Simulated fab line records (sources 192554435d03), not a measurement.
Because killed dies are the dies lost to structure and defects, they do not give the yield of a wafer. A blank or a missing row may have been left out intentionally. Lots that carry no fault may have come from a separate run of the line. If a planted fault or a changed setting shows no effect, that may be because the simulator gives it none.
fab line records	flow n5Finfet	part 1 of 2: steps 1 to 3 of 6
[record] lots = 24	wafers = 72	lastDay = 17
route steps=1938 shown MOL_CONTACT_COAG@562
lots that met no fault: from a run of the same line without faults
startH: start of the lot's first displayed wafer, in hours after the record's first day	waitH: time in hours since the lot's previous step	" the same as in the row above	L1.1+2: a single row standing in for several wafers	- no value, or no start was given	* or withheld: withheld	< > ~ a bound
route shown NAME@n: NAME is a module with steps in the file, n the number in the route of the first one	usual: mean/standard deviation taken from wafers without a fault	same: alike in all rows	chamber/n: place in a boat	sites: each site's reading	_std_site: the standard deviation of these	_edge_site: the outer-site mean with the inner-site mean subtracted	radiusMm: how far each site lies from the wafer's centre	mask NAME#n: copy n	behind: tool/chamber where the wafer was last shaped	hold: reason for holding the lot/hours on hold/outcome of the hold	device: the transistor (n, p or np) that didn't switch	end of line: the route-end tests of the same wafers	a step with no rows: only its recipe	killed: count of dies lost to structure and defects at first sort (not the wafer's yield)	map: a wafer's dies, marking killed ones x, the rest . and places with no die _
set.NAME: the setting the step ran with; set.NAME@STEP: the setting that earlier step ran with	model.NAME: the simulator's own value behind a step, which no gauge read
steps of the route over a sample of lots; a table a step, a row a wafer
services: a tool's chamber out of use, with start hour (startH, from the record's first day; less than 0 if before it), hours out, and reason
[[steps]]
[step N5_MOL_CONTACT_COAG_ALD_123]
[recipe] material = SiNx	targetThkA = 50	tempC = 400	aldPrecursorFamily = SiH2I2	aldCoReactant = N2/H2-plasma	pulseTimeS = 1	purgeTimeS = 2	coReactantPurgeTimeS = 2	aldCycles = 100	pressureTorr = 2
[usual] heaterPowerW = 852/98	precursorPulseHeightRel = 1.000/0.019
lot.wafer	tool	chamber	startH	waitH	heaterPowerW	precursorPulseHeightRel
L074.1	aldSin-01	3	97.07	0.1	798	0.985
L074.3	"	1	"	"	865	0.972
L074.5	"	2	"	"	688	0.991
L075.3	aldSin-04	0	105.79	0.0	908	0.990
L075.5	"	0	"	"	891	0.992
L075.6	"	3	"	"	732	0.962
L076.1	aldSin-04	2	113.51	0.0	878	1.003
L076.4	"	2	"	"	883	1.005
L076.5	"	3	"	"	690	0.981
L077.1	aldSin-01	2	113.90	0.3	700	0.993
L077.4	"	0	"	"	1045	1.000
L077.6	"	1	"	"	868	0.997
L078.1	aldSin-02	2	121.07	0.0	842	1.029
L078.2	"	3	"	"	960	0.960
L078.3	"	0	"	"	949	1.006
L079.2	aldSin-04	2	127.55	0.4	857	0.991
L079.3	"	0	"	"	903	1.015
L079.5	"	3	"	"	733	0.989
L080.1	aldSin-04	3	133.27	0.0	734	1.003
L080.2	"	0	"	"	914	0.989
L080.6	"	2	"	"	877	0.992
L081.2	aldSin-02	3	153.09	0.0	932	1.013
L081.4	"	0	"	"	965	0.992
L081.5	"	3	"	"	935	0.959
L082.3	aldSin-01	0	156.55	0.0	1066	1.007
L082.4	"	1	"	"	867	1.007
L082.5	"	1	"	"	883	1.022
L084.1	aldSin-04	3	159.72	0.0	717	1.000
L084.3	"	2	"	"	861	1.013
L084.5	"	3	"	"	702	1.035
L083.1	aldSin-02	1	160.07	0.0	881	0.957
L083.3	"	2	"	"	839	1.003
L083.5	"	0	"	"	940	1.001
L085.2	aldSin-02	2	171.71	0.7	843	1.021
L085.4	"	3	"	"	926	0.979
L085.5	"	0	"	"	936	0.988
L086.2	aldSin-02	2	178.57	2.0	844	1.018
L086.4	"	1	"	"	862	0.997
L086.6	"	3	"	"	923	1.009
L087.2	aldSin-01	1	184.01	1.8	875	1.022
L087.3	"	2	"	"	703	0.998
L087.4	"	3	"	"	786	1.019
L088.3	aldSin-01	2	184.88	2.3	710	0.974
L088.4	"	3	"	"	796	1.005
L088.5	"	1	"	"	852	0.957
L089.1	aldSin-01	3	191.35	2.2	798	0.990
L089.3	"	0	"	"	1047	1.016
L089.4	"	2	"	"	688	0.977
L090.1	aldSin-01	1	206.90	0.0	865	1.017
L090.2	"	0	"	"	1049	0.988
L090.3	"	3	"	"	802	0.995
L091.1	aldSin-01	2	213.94	0.0	706	0.990
L091.2	"	3	"	"	789	0.998
L091.5	"	2	"	"	684	0.997
L092.1	aldSin-04	2	215.28	0.0	804	1.010
L092.4	"	3	"	"	757	0.965
L092.5	"	0	"	"	932	1.044
L093.1	aldSin-01	0	222.10	0.0	1059	1.008
L093.2	"	1	"	"	868	1.013
L093.5	"	2	"	"	712	0.979
L094.2	aldSin-04	0	224.25	0.0	905	1.008
L094.3	"	2	"	"	841	1.014
L094.5	"	3	"	"	735	0.996
L095.2	aldSin-04	1	228.15	0.8	805	0.995
L095.4	"	2	"	"	812	0.986
L095.6	"	3	"	"	758	0.999
L096.1	aldSin-02	2	236.01	0.0	857	1.011
L096.2	"	3	"	"	958	0.954
L096.6	"	0	"	"	963	0.995
L097.1	aldSin-04	0	239.86	0.2	916	1.040
L097.2	"	1	"	"	829	0.983
L097.4	"	3	"	"	760	0.993
[step N5_MOL_CONTACT_COAG_VIA_ETCH_46]
[recipe] chemistry = C4F6/O2	targetDepthA = 460	overetchA = 92	maskMaterial = SOC	target = SiO2	biasW = 455	pressureMtorr = 10	timeS = 40	sourceW = 325	Ar_flow_sccm = 300	C4F6_flow_sccm = 10	O2_flow_sccm = 10	ionEnergyEv = 575.3	ends = endPoint
[usual] drypumpMotorCurrentA = 5.9/0.41	oes_f_703_au = 0.78/0.092	oesProductAu = 0.70/0.082	rfVppV = 1586/17	showerheadPlenumPTorr = 2.86/0.07	throttleValvePct = 41.01/0.19
lot.wafer	tool	chamber	startH	waitH	drypumpMotorCurrentA	oes_f_703_au	oesProductAu	rfHoursCounterH	rfVppV	showerheadPlenumPTorr	throttleValvePct
L074.1	rieDiel-01	1	98.50	0.0	6.6	0.74	0.66	172	1588	2.83	41.24
L074.3	"	0	"	"	6.4	0.92	0.85	4	1621	3.02	41.10
L074.5	"	3	"	"	6.1	0.89	0.80	-	1580	2.90	41.12
L075.3	rieDiel-01	3	107.37	0.0	6.1	0.89	0.79	29	1581	2.89	41.12
L075.5	"	0	"	"	6.5	0.92	0.84	-	1620	3.02	41.11
L075.6	"	1	"	"	6.6	0.74	0.67	-	1587	2.83	41.25
L076.1	rieDiel-04	3	115.32	0.0	6.0	0.71	0.63	231	1563	2.80	40.90
L076.4	"	1	"	"	5.7	0.79	0.70	117	1596	2.96	40.86
L076.5	"	3	"	"	6.0	0.71	0.63	-	1563	2.80	40.91
L077.1	rieDiel-01	0	115.42	0.0	6.5	0.92	0.82	10	1622	3.02	41.10
L077.4	"	1	"	"	6.7	0.74	0.67	180	1585	2.83	41.25
L077.6	"	2	"	"	5.9	0.77	0.70	-	1595	2.86	40.94
L078.1	rieDiel-01	0	122.51	0.0	6.5	0.90	0.82	12	1620	3.02	41.10
L078.2	"	2	"	"	5.9	0.77	0.69	126	1596	2.86	40.93
L078.3	"	3	"	"	6.1	0.88	0.78	34	1579	2.89	41.12
L079.2	rieDiel-01	0	129.49	0.0	6.4	0.89	0.83	14	1621	3.02	41.11
L079.3	"	3	"	"	6.1	0.88	0.78	36	1580	2.89	41.11
L079.5	"	3	"	"	6.1	0.87	0.78	-	1580	2.89	41.11
L080.1	rieDiel-04	1	134.91	0.0	5.7	0.78	0.69	122	1596	2.96	40.87
L080.2	"	2	"	"	5.1	0.74	0.66	173	1560	2.84	41.31
L080.6	"	0	"	"	5.4	0.70	0.63	-	1595	2.81	40.97
L081.2	rieDiel-03	1	154.86	0.0	6.0	0.69	0.62	241	1593	2.80	41.33
L081.4	"	0	"	"	5.5	0.70	0.63	219	1570	2.92	40.93
L081.5	"	3	"	"	6.1	0.71	0.64	-	1606	2.79	40.78
L082.3	rieDiel-01	0	158.11	0.0	6.5	0.86	0.80	23	1618	3.01	41.11
L082.4	"	3	"	"	6.1	0.86	0.78	46	1581	2.89	41.14
L082.5	"	1	"	"	6.6	0.73	0.66	-	1588	2.82	41.27
L084.1	rieDiel-04	2	161.17	0.0	5.2	0.74	0.65	183	1559	2.83	41.33
L084.3	"	1	"	"	5.7	0.78	0.69	132	1595	2.95	40.89
L084.5	"	0	"	"	5.4	0.69	0.63	-	1597	2.81	40.98
L083.1	rieDiel-01	3	161.51	0.0	6.1	0.86	0.77	48	1581	2.89	41.14
L083.3	"	2	"	"	5.9	0.75	0.69	140	1594	2.86	40.95
L083.5	"	3	"	"	6.1	0.85	0.77	-	1581	2.89	41.13
L085.2	rieDiel-03	1	173.67	0.0	6.0	0.69	0.62	248	1591	2.80	41.34
L085.4	"	2	"	"	5.8	0.71	0.65	180	1583	2.82	40.82
L085.5	"	0	"	"	5.5	0.69	0.62	-	1570	2.92	40.91
L086.2	rieDiel-03	3	180.42	0.0	6.1	0.70	0.62	236	1604	2.79	40.75
L086.4	"	0	"	"	5.5	0.69	0.63	226	1569	2.92	40.92
L086.6	"	2	"	"	5.8	0.70	0.64	-	1582	2.81	40.81
L087.2	rieDiel-01	1	185.70	0.0	6.6	0.72	0.65	201	1587	2.82	41.26
L087.3	"	0	"	"	6.5	0.86	0.78	32	1619	3.01	41.12
L087.4	"	2	"	"	5.9	0.75	0.68	149	1595	2.85	40.94
L088.3	rieDiel-03	2	191.32	0.0	5.8	0.70	0.63	186	1582	2.81	40.80
L088.4	"	3	"	"	6.1	0.69	0.63	-	1604	2.79	40.78
L088.5	"	0	"	"	5.5	0.69	0.62	-	1570	2.92	40.92
L089.1	rieDiel-01	1	193.13	0.0	6.6	0.72	0.64	205	1586	2.82	41.26
L089.3	"	3	"	"	6.1	0.84	0.75	59	1578	2.88	41.13
L089.4	"	0	"	"	6.5	0.86	0.78	36	1620	3.01	41.13
L090.1	rieDiel-04	2	208.73	0.0	5.1	0.73	0.64	201	1559	2.82	41.34
L090.2	"	1	"	"	5.7	0.77	0.67	151	1594	2.94	40.89
L090.3	"	3	"	"	6.1	0.93	0.84	9	1562	2.79	40.80
L091.1	rieDiel-03	0	215.61	0.0	5.5	0.68	0.60	241	1569	2.91	40.92
L091.2	"	2	"	"	5.8	0.69	0.62	197	1581	2.81	40.80
L091.5	"	1	"	"	6.0	0.95	0.85	-	1592	2.79	41.00
L092.1	rieDiel-04	2	216.96	0.0	5.2	0.72	0.64	204	1558	2.82	41.35
L092.4	"	1	"	"	5.7	0.76	0.68	154	1593	2.94	40.90
L092.5	"	0	"	"	5.4	0.68	0.62	-	1594	2.80	40.98
L093.1	rieDiel-04	3	223.66	0.0	6.0	0.92	0.82	14	1561	2.79	40.82
L093.2	"	2	"	"	5.2	0.71	0.64	206	1558	2.82	41.35
L093.5	"	0	"	"	5.4	0.68	0.63	-	1595	2.80	41.03
L094.2	rieDiel-04	3	225.69	0.0	6.0	0.92	0.82	15	1562	2.79	40.81
L094.3	"	1	"	"	5.7	0.76	0.67	157	1593	2.94	40.93
L094.5	"	2	"	"	5.1	0.72	0.64	-	1559	2.82	41.34
L095.2	rieDiel-04	3	229.86	0.0	6.1	0.92	0.81	17	1562	2.79	40.82
L095.4	"	1	"	"	5.7	0.75	0.68	158	1593	2.94	40.91
L095.6	"	3	"	"	6.0	0.92	0.81	-	1562	2.79	40.81
L096.1	rieDiel-03	1	237.97	0.0	6.0	0.92	0.83	13	1591	2.79	41.01
L096.2	"	0	"	"	5.5	0.68	0.60	249	1569	2.91	40.93
L096.6	"	1	"	"	6.0	0.92	0.83	-	1591	2.79	41.03
L097.1	rieDiel-03	2	242.17	0.0	5.8	0.68	0.62	207	1581	2.80	40.82
L097.2	"	1	"	"	6.0	0.91	0.81	14	1591	2.79	41.01
L097.4	"	2	"	"	5.8	0.68	0.63	-	1581	2.80	40.82
[step N5_MOL_CONTACT_COAG_ETCHBACK_134]
[recipe] chemistry = CHF3	target = SiO2	targetDepthA = 100	timeS = 6.7	ionEnergyEv = 200	pressureMtorr = 30	sourceW = 610	biasW = 170	Ar_flow_sccm = 200	CHF3_flow_sccm = 50
[usual] drypumpMotorCurrentA = 5.9/0.38	oes_f_703_au = 0.76/0.077	oesProductAu = 0.76/0.083	rfVppV = 524/5.6	showerheadPlenumPTorr = 2.40/0.058	throttleValvePct = 18.80/0.13
lot.wafer	tool	chamber	startH	waitH	drypumpMotorCurrentA	oes_f_703_au	oesProductAu	rfHoursCounterH	rfVppV	showerheadPlenumPTorr	throttleValvePct
L074.1	rieDiel-01	3	99.61	0.1	6.1	0.89	0.91	27	520	2.43	18.75
L074.3	"	1	"	"	6.6	0.75	0.74	172	524	2.37	18.93
L074.5	"	1	"	"	6.6	0.75	0.75	-	524	2.37	18.94
L075.3	rieDiel-04	1	108.46	0.1	5.7	0.79	0.78	115	527	2.48	18.87
L075.5	"	1	"	"	5.7	0.78	0.79	-	527	2.48	18.88
L075.6	"	0	"	"	5.4	0.70	0.70	-	527	2.36	18.67
L076.1	rieDiel-01	3	116.43	0.1	6.1	0.88	0.90	32	522	2.42	18.78
L076.4	"	1	"	"	6.6	0.74	0.74	180	523	2.37	18.96
L076.5	"	0	"	"	6.4	0.91	0.93	-	536	2.53	18.78
L077.1	rieDiel-04	3	116.64	0.1	6.1	0.71	0.70	232	516	2.35	18.79
L077.4	"	1	"	"	5.7	0.79	0.79	117	525	2.48	18.89
L077.6	"	2	"	"	5.2	0.75	0.74	-	515	2.38	19.02
L078.1	rieDiel-01	0	123.60	0.1	6.4	0.91	0.93	12	535	2.53	18.76
L078.2	"	3	"	"	6.1	0.88	0.89	34	521	2.42	18.77
L078.3	"	2	"	"	5.9	0.76	0.78	126	526	2.40	18.57
L079.2	rieDiel-03	0	130.83	0.1	5.5	0.70	0.70	212	519	2.45	18.71
L079.3	"	1	"	"	6.0	0.69	0.69	233	526	2.35	19.04
L079.5	"	2	"	"	5.8	0.72	0.72	-	524	2.37	18.83
L080.1	rieDiel-03	3	136.37	0.1	6.2	0.71	0.71	219	530	2.35	18.79
L080.2	"	1	"	"	6.0	0.69	0.69	235	526	2.35	19.05
L080.6	"	3	"	"	6.2	0.71	0.70	-	530	2.35	18.77
L081.2	rieDiel-01	0	156.03	0.1	6.5	0.88	0.90	22	534	2.53	18.80
L081.4	"	2	"	"	5.9	0.76	0.76	138	529	2.39	18.59
L081.5	"	0	"	"	6.5	0.88	0.90	-	535	2.53	18.79
L082.3	rieDiel-01	2	159.40	0.2	5.9	0.76	0.75	139	527	2.39	18.59
L082.4	"	3	"	"	6.1	0.86	0.86	47	522	2.42	18.79
L082.5	"	2	"	"	5.9	0.76	0.76	-	526	2.39	18.60
L084.1	rieDiel-04	1	162.39	0.1	5.7	0.77	0.78	132	525	2.47	18.92
L084.3	"	3	"	"	6.1	0.69	0.68	248	516	2.34	18.82
L084.5	"	1	"	"	5.7	0.77	0.77	-	524	2.47	18.92
L083.1	rieDiel-04	2	162.73	0.1	5.2	0.74	0.73	183	515	2.37	19.03
L083.3	"	0	"	"	5.4	0.70	0.70	221	526	2.35	18.70
L083.5	"	1	"	"	5.7	0.78	0.78	-	527	2.47	18.94
L085.2	rieDiel-03	1	176.39	0.1	6.0	0.68	0.68	249	525	2.34	19.07
L085.4	"	3	"	"	6.1	0.70	0.70	234	530	2.34	18.81
L085.5	"	1	"	"	6.0	0.68	0.68	-	526	2.34	19.07
L086.2	rieDiel-03	0	182.14	0.1	5.5	0.69	0.68	226	519	2.45	18.75
L086.4	"	0	"	"	5.5	0.69	0.69	-	517	2.45	18.74
L086.6	"	2	"	"	5.8	0.70	0.71	-	524	2.36	18.87
L087.2	rieDiel-01	1	191.27	0.2	6.6	0.73	0.72	204	525	2.36	18.98
L087.3	"	2	"	"	5.9	0.75	0.75	151	527	2.39	18.61
L087.4	"	0	"	"	6.4	0.86	0.88	35	534	2.52	18.81
L088.3	rieDiel-03	3	192.83	0.1	6.1	0.70	0.69	241	532	2.34	18.83
L088.4	"	3	"	"	6.2	0.70	0.70	-	529	2.34	18.81
L088.5	"	0	"	"	5.5	0.70	0.68	-	517	2.45	18.73
L089.1	rieDiel-03	0	195.03	0.1	5.5	0.70	0.68	232	520	2.45	18.74
L089.3	"	2	"	"	5.8	0.69	0.69	188	522	2.36	18.88
L089.4	"	0	"	"	5.5	0.69	0.68	-	517	2.45	18.74
L090.1	rieDiel-03	2	209.94	0.1	5.8	0.69	0.70	195	523	2.36	18.90
L090.2	"	3	"	"	6.2	0.69	0.69	249	531	2.33	18.82
L090.3	"	1	"	"	6.0	0.96	0.97	3	525	2.34	18.65
L091.1	rieDiel-03	2	216.90	0.1	5.8	0.69	0.70	198	522	2.35	18.90
L091.2	"	1	"	"	6.0	0.95	0.95	5	526	2.34	18.66
L091.5	"	2	"	"	5.8	0.69	0.70	-	523	2.35	18.89
L092.1	rieDiel-03	2	218.22	0.2	5.8	0.69	0.69	198	522	2.35	18.90
L092.4	"	2	"	"	5.9	0.69	0.70	-	523	2.35	18.89
L092.5	"	1	"	"	6.0	0.94	0.95	-	525	2.34	18.64
L093.1	rieDiel-01	3	225.17	0.2	6.1	0.83	0.84	71	522	2.41	18.83
L093.2	"	0	"	"	6.5	0.84	0.86	47	534	2.52	18.83
L093.5	"	3	"	"	6.1	0.83	0.83	-	522	2.41	18.83
L094.2	rieDiel-01	0	227.33	0.1	6.5	0.83	0.85	48	537	2.52	18.83
L094.3	"	1	"	"	6.7	0.71	0.72	217	523	2.35	19.03
L094.5	"	3	"	"	6.1	0.82	0.83	-	522	2.41	18.83
L095.2	rieDiel-01	2	230.96	0.1	5.9	0.73	0.74	165	526	2.38	18.62
L095.4	"	0	"	"	6.5	0.83	0.86	-	535	2.52	18.81
L095.6	"	2	"	"	5.9	0.74	0.73	-	526	2.38	18.63
L096.1	rieDiel-04	1	239.10	0.1	5.7	0.75	0.75	161	524	2.46	18.95
L096.2	"	2	"	"	5.2	0.72	0.71	212	513	2.36	19.08
L096.6	"	3	"	"	6.0	0.90	0.92	-	514	2.33	18.45
L097.1	rieDiel-01	2	243.27	0.1	5.9	0.73	0.72	171	526	2.38	18.64
L097.2	"	3	"	"	6.1	0.81	0.82	78	521	2.41	18.84
L097.4	"	2	"	"	5.9	0.73	0.74	-	527	2.38	18.65
